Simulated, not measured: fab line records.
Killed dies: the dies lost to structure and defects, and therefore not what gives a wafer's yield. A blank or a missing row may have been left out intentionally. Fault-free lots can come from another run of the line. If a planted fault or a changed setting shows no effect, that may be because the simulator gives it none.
Struck lot and sound lot, side by side | flow n5_finfet | 14 steps out of a route of 1938
Sound: wafers L147.1, L147.4, L147.5. Struck: wafer L160.5 (left out: L160.2, a lot-mate that was not struck); the cause follows at the end.
For every step that has rows: the tool of each side, followed by ch and its chambers, followed by its first start. Under that, the readings that differ: sound wafers | struck wafers | difference of the means | sigmas: that difference in standard deviations of wafers without a fault.
alike: words and numbers the same on both sides, and readings whose means are apart by under 2 such deviations; not compared: readings that were withheld, readings missing a value for some wafer, numbers with overlapping values and no deviation given by the record, and bounds like >300 which may hide the same value.
A row with sigmas, a row that says differs or no value, or rows on one side alone: a step with any of these is where the two part. Numbers that have no deviation but don't overlap get no sigmas and don't part them. A reading missing from all wafers of one side parts the sides only when that side holds two or more wafers.

first, 1 step without rows for these wafers: N5_BEOL_M10_DEVELOP_27 (develop time 30 s).
N5_BEOL_M10_CD_MEAS_28 targets a cd of 70 nm.
  sound on cd_sem-01 ch 0, day 11 21:16; struck on cd_sem-02 ch 0, day 15 04:01
  alike: cd_nm
N5_BEOL_M10_OVL_MEAS_29:
  sound on overlay-02 ch 0, day 11 21:18; struck on overlay-02 ch 0, day 15 04:03
  alike: V9_OVL
N5_BEOL_M10_INSPECT_30: inspects for defects (brightfield).
  sound: defect_inspect-01 at day 11 21:20; struck: defect_inspect-02 at day 15 04:05
  alike: raw_defect_count
N5_BEOL_M10_DESCUM_33: chemistry O2, time 7.9 s.
  sound on rie_diel-05 ch 1,3, day 11 21:38; struck on rie_diel-04 ch 2, day 15 04:09
  reading                | sound             | struck | difference | sigmas
  throttle_valve_pct (%) | 20.53 20.66 20.52 | 20.09  | -0.48      | -2
  alike: drypump_motor_current_A, oes_product_au, rf_vpp_V, showerhead_plenum_p_Torr
  not compared: rf_hours_counter_h
N5_BEOL_M10_ETCH_65: etches SiARC in CF4, target depth 39 nm, time 65 s.
  sound on rie_diel-05 ch 1,3, day 11 21:40; struck on rie_diel-04 ch 2, day 15 04:11
  reading                | sound             | struck | difference | sigmas
  throttle_valve_pct (%) | 15.85 15.72 15.84 | 15.21  | -0.59      | -3
  alike: drypump_motor_current_A, etch_rf_on_time_s, oes_product_au, rf_vpp_V, showerhead_plenum_p_Torr
  not compared: rf_hours_counter_h
N5_BEOL_M10_ETCH_66: etches SOC in N2/H2, target depth 120 nm, overetch 24 nm, time 180 s.
  sound on rie_diel-05 ch 1,3, day 11 21:43; struck on rie_diel-04 ch 2, day 15 04:14
  reading                | sound             | struck | difference | sigmas
  throttle_valve_pct (%) | 17.89 17.94 17.89 | 17.24  | -0.67      | -3
  alike: drypump_motor_current_A, h2_flow_sccm, oes_product_au, rf_vpp_V, showerhead_plenum_p_Torr
  not compared: rf_hours_counter_h
then, 1 step without rows for these wafers: N5_BEOL_M10_STRIP_69 (strips in N2/H2).
N5_BEOL_M10_VIA_ETCH_34: etches SiCOH lowk in C4F6/O2, target depth 184.5 nm, time 69.2 s.
  sound on rie_diel-05 ch 1,3, day 11 21:50; struck on rie_diel-04 ch 2, day 15 04:22
  reading                | sound             | struck | difference | sigmas
  rf_vpp_V (V)           | 647 650 647       | 684    | +36        | +3
  throttle_valve_pct (%) | 21.12 20.95 21.10 | 20.59  | -0.47      | -2
  alike: O2_flow_sccm, drypump_motor_current_A, oes_o_777_au, oes_product_au, showerhead_plenum_p_Torr
  not compared: rf_hours_counter_h
then, 1 step without rows for these wafers: N5_BEOL_M10_STRIP_73 (strips in C4F6/O2).
N5_BEOL_M10_STRIP_36: strips in N2/H2.
  sound on rie_diel-05 ch 1,3, day 11 21:55; struck on rie_diel-04 ch 2, day 15 04:26
  reading                | sound          | struck | difference | sigmas
  throttle_valve_pct (%) | 23.6 23.8 23.7 | 22.9   | -0.8       | -3
  alike: drypump_motor_current_A, h2_flow_sccm, oes_product_au, rf_vpp_V, showerhead_plenum_p_Torr
  not compared: rf_hours_counter_h
then, 1 step without rows for these wafers: N5_BEOL_M10_TRENCH_ETCH_37 (etches SiCOH lowk in C4F6/O2, target depth 148.83 nm, time 48 s).
N5_BEOL_M10_ETCH_41: etches SiCN in CH3F/O2, target depth 42.6 nm, time 86 s.
  sound on rie_diel-05 ch 1,3, day 11 21:59; struck on rie_diel-04 ch 2, day 15 04:31
  reading                  | sound             | struck | difference | sigmas
  throttle_valve_pct (%)   | 16.48 16.38 16.50 | 15.95  | -0.50      | -3
  model.etch.depth_nm (nm) | 32.99 32.09 32.79 | 24.98  | -7.64      |
  alike: O2_flow_sccm, drypump_motor_current_A, oes_product_au, rf_vpp_V, showerhead_plenum_p_Torr
  not compared: rf_hours_counter_h
then, 1 step without rows for these wafers: N5_BEOL_M10_STRIP_77 (strips in N2/H2, time 10 s).

== WHERE THEY PART ==
Last at N5_BEOL_M10_ETCH_41 as far as this record goes, first at N5_BEOL_M10_DESCUM_33.

WHY: what had been put in by the simulator
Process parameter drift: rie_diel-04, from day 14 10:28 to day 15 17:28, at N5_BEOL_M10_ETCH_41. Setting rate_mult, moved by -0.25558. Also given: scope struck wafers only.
